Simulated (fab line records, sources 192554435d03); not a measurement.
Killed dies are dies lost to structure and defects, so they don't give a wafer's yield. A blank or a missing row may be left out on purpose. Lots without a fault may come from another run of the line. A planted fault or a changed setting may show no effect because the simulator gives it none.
Which tool did it? | flow n5_finfet | 11 lots, 33 wafers sampled, at 4 steps of a route of 1938

WHAT THE GAUGES READ, wafer by wafer
N5_BEOL_M7_INSPECT_30: inspects for defects (brightfield). Usual: raw_defect_count 441, standard deviation 97.
lot  | measured     | on                | raw_defect_count | flag
L466 | day 10 00:43 | defect_inspect-02 | 390 487 412      |
L467 | day 10 11:16 | defect_inspect-01 | 277 277 366      |
L469 | day 11 01:23 | defect_inspect-02 | 563 475 440      |
L472 | day 11 12:38 | defect_inspect-02 | 476 520 535      |
L471 | day 11 23:43 | defect_inspect-02 | 369 283 352      |
L473 | day 12 11:46 | defect_inspect-01 | 514 324 429      |
L475 | day 12 23:46 | defect_inspect-02 | 370 455 343      |
L477 | day 13 10:50 | defect_inspect-01 | 588 501 493      |
L481 | day 13 21:34 | defect_inspect-01 | 337 327 346      |
L484 | day 14 20:25 | defect_inspect-01 | 411 476 421      |
L485 | day 15 23:23 | defect_inspect-01 | 455 389 416      |

N5_BEOL_M7_OCD_MEAS_38. Usual: trench_depth_nm 93.6 nm, standard deviation 1.5.
lot  | measured     | on     | trench_depth_nm (nm) | flag
L466 | day 10 01:10 | ocd-02 | 94.6 93.5 91.0       |
L467 | day 10 11:44 | ocd-02 | 95.5 92.5 97.0       |
L469 | day 11 01:50 | ocd-01 | 91.9 94.1 91.9       |
L472 | day 11 13:10 | ocd-01 | 93.0 92.3 95.0       |
L471 | day 12 00:13 | ocd-02 | 94.7 91.0 95.7       |
L473 | day 12 12:14 | ocd-02 | 94.1 94.4 92.4       |
L475 | day 13 00:13 | ocd-01 | 94.2 92.6 94.2       |
L477 | day 13 11:18 | ocd-02 | 94.8 94.6 93.2       |
L481 | day 13 22:02 | ocd-01 | 94.7 90.9 91.8       |
L484 | day 14 21:22 | ocd-02 | 91.9 92.9 94.2       |
L485 | day 15 23:59 | ocd-01 | 94.3 94.1 95.8       |

N5_BEOL_M7_CD_MEAS_35: target cd 40 nm. Usual: cd_nm 40.0 nm, standard deviation 0.48.
lot  | measured     | on        | cd_nm (nm)     | flag
L466 | day 10 01:20 | cd_sem-02 | 40.1 39.7 39.7 |
L467 | day 10 11:53 | cd_sem-03 | 40.1 40.5 40.2 |
L469 | day 11 01:59 | cd_sem-03 | 40.1 39.6 40.2 |
L472 | day 11 13:20 | cd_sem-01 | 39.3 40.3 40.1 |
L471 | day 12 00:23 | cd_sem-01 | 39.9 39.9 40.2 |
L473 | day 12 12:23 | cd_sem-01 | 40.1 40.4 40.5 |
L475 | day 13 00:22 | cd_sem-01 | 39.7 40.8 39.4 |
L477 | day 13 11:27 | cd_sem-02 | 39.5 39.9 40.3 |
L481 | day 13 22:11 | cd_sem-01 | 40.2 40.0 40.3 |
L484 | day 14 21:31 | cd_sem-02 | 39.1 39.8 40.0 |
L485 | day 16 00:08 | cd_sem-01 | 40.2 40.8 40.4 |

WHICH TOOL RAN EACH LOT (tool, then ch and the chambers of the sampled wafers, then the start)
lot  | N5_BEOL_M7_ETCH_41
L466 | rie_diel-03 ch 0,2,3, day 10 01:02
L467 | rie_diel-06 ch 0,2,3, day 10 11:37
L469 | rie_diel-03 ch 2,3, day 11 01:43
L472 | rie_diel-05 ch 0,2,3, day 11 13:03
L471 | rie_diel-05 ch 0,1,2, day 12 00:06
L473 | rie_diel-03 ch 1,2,3, day 12 12:06
L475 | rie_diel-05 ch 1,2,3, day 13 00:07
L477 | rie_diel-06 ch 1,2,3, day 13 11:10
L481 | rie_diel-05 ch 0,2,3, day 13 21:54
L484 | rie_diel-06 ch 0,1,3, day 14 21:14
L485 | rie_diel-06 ch 0,2,3, day 15 23:52
- N5_BEOL_M7_ETCH_41: etches SiCN in CH3F/O2, target depth 31.9 nm, time 57.8 s.

WHAT THE TOOLS THEMSELVES READ (means of the sampled wafers that have a number; where no wafer has one, the mark that the record gives instead)
N5_BEOL_M7_ETCH_41. Usual: bias_w 75.02 W, standard deviation 0.24; drypump_motor_current_A 5.5 A, standard deviation 0.37; oes_product_au 0.80 a.u., standard deviation 0.084; rf_vpp_V 297.5 V, standard deviation 1.4; showerhead_plenum_p_Torr 2.01 Torr, standard deviation 0.056; throttle_valve_pct 16.33 %, standard deviation 0.23.
lot  | tool        | bias_w (W) | drypump_motor_current_A (A) | oes_product_au (a.u.) | rf_vpp_V (V) | showerhead_plenum_p_Torr (Torr) | throttle_valve_pct (%) | flag
L466 | rie_diel-03 | 74.92      | 5.8                         | 0.78                  | 297.0        | 2.01                            | 16.26                  |
L467 | rie_diel-06 | 74.92      | 5.5                         | 0.83                  | 297.2        | 1.98                            | 16.40                  |
L469 | rie_diel-03 | 74.99      | 5.6                         | 0.70                  | 297.9        | 2.05                            | 16.31                  |
L472 | rie_diel-05 | 75.13      | 5.4                         | 0.74                  | 297.5        | 2.00                            | 16.50                  |
L471 | rie_diel-05 | 74.90      | 5.2                         | 0.77                  | 297.3        | 1.97                            | 16.48                  |
L473 | rie_diel-03 | 75.16      | 5.4                         | 0.74                  | 298.1        | 2.02                            | 16.32                  |
L475 | rie_diel-05 | 79.12      | 5.4                         | 0.80                  | 307.3        | 1.99                            | 16.31                  | OFF
L477 | rie_diel-06 | 75.21      | 5.5                         | 0.85                  | 297.6        | 2.03                            | 16.28                  |
L481 | rie_diel-05 | 78.99      | 5.4                         | 0.74                  | 307.0        | 1.99                            | 16.51                  | OFF
L484 | rie_diel-06 | 74.99      | 5.4                         | 0.81                  | 297.7        | 2.01                            | 16.37                  |
L485 | rie_diel-06 | 74.91      | 5.4                         | 0.87                  | 297.2        | 1.97                            | 16.33                  |

THE ANSWER, worked out from the rows above alone
Rule: a lot is off if the mean of its wafers that have a number lies more than 3 standard deviations from the usual mean. A lot without any number at a reading at which 4 lots or more have one is off too. The other lots that the step has rows for count as sound. The gauges are gone through in route order, then the tools' own readings, and for those a lot's mean is taken as printed above. The first step at which some lot is off is used, and at that step the reading that is off furthest; a lot without a number counts as furthest.
Off: L475, L481, at N5_BEOL_M7_ETCH_41 (bias_w).
A tool fits if, at that step or a process step before it, it ran every lot that is off, and no sound lot after the first of them. One fits: rie_diel-05 at N5_BEOL_M7_ETCH_41. Its last sound lot is L471 (day 12 00:06), its first lot that is off L475 (day 13 00:07): a fault that began between those two fits.
The tool's own readings at N5_BEOL_M7_ETCH_41 bear it out: on the lots that are off they differ by more than 5 times the standard deviation of the sound lots' means. bias_w reads 79.06 W there against 75.01 W on the sound lots; rf_vpp_V reads 307.1 V there against 297.5 V on the sound lots.

WHAT THE SIMULATOR HAD PUT IN
Process parameter drift: rie_diel-05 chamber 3, from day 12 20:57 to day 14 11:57, at N5_BEOL_M7_ETCH_41. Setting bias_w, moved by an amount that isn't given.
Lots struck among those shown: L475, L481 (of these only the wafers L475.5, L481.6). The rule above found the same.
